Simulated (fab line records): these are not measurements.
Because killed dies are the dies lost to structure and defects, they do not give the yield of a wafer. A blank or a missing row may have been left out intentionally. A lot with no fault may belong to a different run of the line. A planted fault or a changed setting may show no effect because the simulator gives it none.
Struck lot and sound lot, side by side / flow n5 finfet / 15 steps out of a route of 1938
Sound: these wafers, L985.3, L985.5, L985.6. Wafers struck: L999.1, L999.4, L999.5. At the end, the cause is stated.
Order at every step that has rows: each side's tool, ch and its chambers, its first start. Under that, the readings that differ: sound wafers / struck wafers / difference of the means / sigmas: that difference in standard deviations of wafers without a fault.
alike: readings whose means differ by less than 2 such deviations, and words and numbers that are the same on both sides. not compared: withheld readings, readings that some wafer has no value for, bounds like >300 that may hide the same value, and numbers for which the record gives no deviation and whose values overlap.
Wherever a step has rows on one side only, a row that says differs or no value, or a row with sigmas, the two part there. Numbers that don't overlap but have no deviation are shown without sigmas and don't part them. Lack of a reading on every wafer of one side parts them only where that side has two or more wafers.

first, 7 steps without rows for these wafers: N5_WELL_APT_COAT_19 (resist thk 950 nm); N5_WELL_APT_EBR_21; N5_WELL_APT_SOFTBAKE_20 (time 60 s); N5_WELL_APT_EXPOSE_22 (exposes mask PWELL, defocus 0 nm, target cd 200 nm); N5_WELL_APT_PEB_23 (peb time 90 s); N5_WELL_APT_DEVELOP_24 (develop time 45 s); N5_WELL_APT_HARDBAKE_29 (time 120 s).
N5_WELL_APT_CD_MEAS_25 targets a cd of 200 nm.
  sound on cd sem-02 ch 0, day 2 09:27; struck on cd sem-02 ch 0, day 5 20:59
  alike: cd nm
N5_WELL_APT_OVL_MEAS_26:
  sound on overlay-02 ch 0, day 2 09:29; struck on overlay-01 ch 0, day 5 21:01
  alike: PWELL_OVL
N5_WELL_APT_INSPECT_27: inspects for defects (macro).
  sound: defect inspect-02 at day 2 09:37; struck: defect inspect-01 at day 5 21:03
  alike: raw defect count
N5_WELL_APT_DESCUM_30: chemistry O2, time 7.9 s.
  sound on rie diel-02 ch 0,3, day 2 09:45; struck on rie diel-06 ch 0,2,3, day 5 21:05
  alike: drypump motor current A, oes product au, rf vpp V, showerhead plenum p Torr, throttle valve pct
  not compared: rf hours counter h
next, for these wafers, 1 step has no rows: N5_WELL_APT_IMPLANT_31.
N5_WELL_APT_IMPLANT_32:
  sound on implanter-01 ch 0, day 2 10:05; struck on implanter-02 ch 0, day 5 21:22
reading=beam energy keV; sound=49.993 50.006 49.983; struck=76.929 76.912 76.944; difference=+26.934; sigmas=+99 or more
reading=model.implant.rp nm (nm); sound=37.41 37.41 37.41; struck=59.45 59.45 59.45; difference=+22.04; sigmas=
reading=model.implant.drp nm (nm); sound=18.55 18.55 18.55; struck=25.49 25.49 25.49; difference=+6.94; sigmas=
then, 1 step without rows for these wafers: N5_WELL_APT_STRIP_33 (strips in SPM, time 900 s).
-- record jumps: 11 days separate the struck wafers' starts on either side; left off in module WELL_APT, taken up again in module PASSIVATION, whose first shown step is the route's number 1936 --
N5_PASSIVATION_PROBE_49:
  rows exist in the record for the struck wafers here (prober-02, day 16 20:52), but not for the sound ones

WHERE THEY PART
Earliest at N5_WELL_APT_IMPLANT_32; latest, in this record, at N5_PASSIVATION_PROBE_49.

WHY: what the simulator had put in
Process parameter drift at N5_WELL_APT_IMPLANT_32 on implanter-02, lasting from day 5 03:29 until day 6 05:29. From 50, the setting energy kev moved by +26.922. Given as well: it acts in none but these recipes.
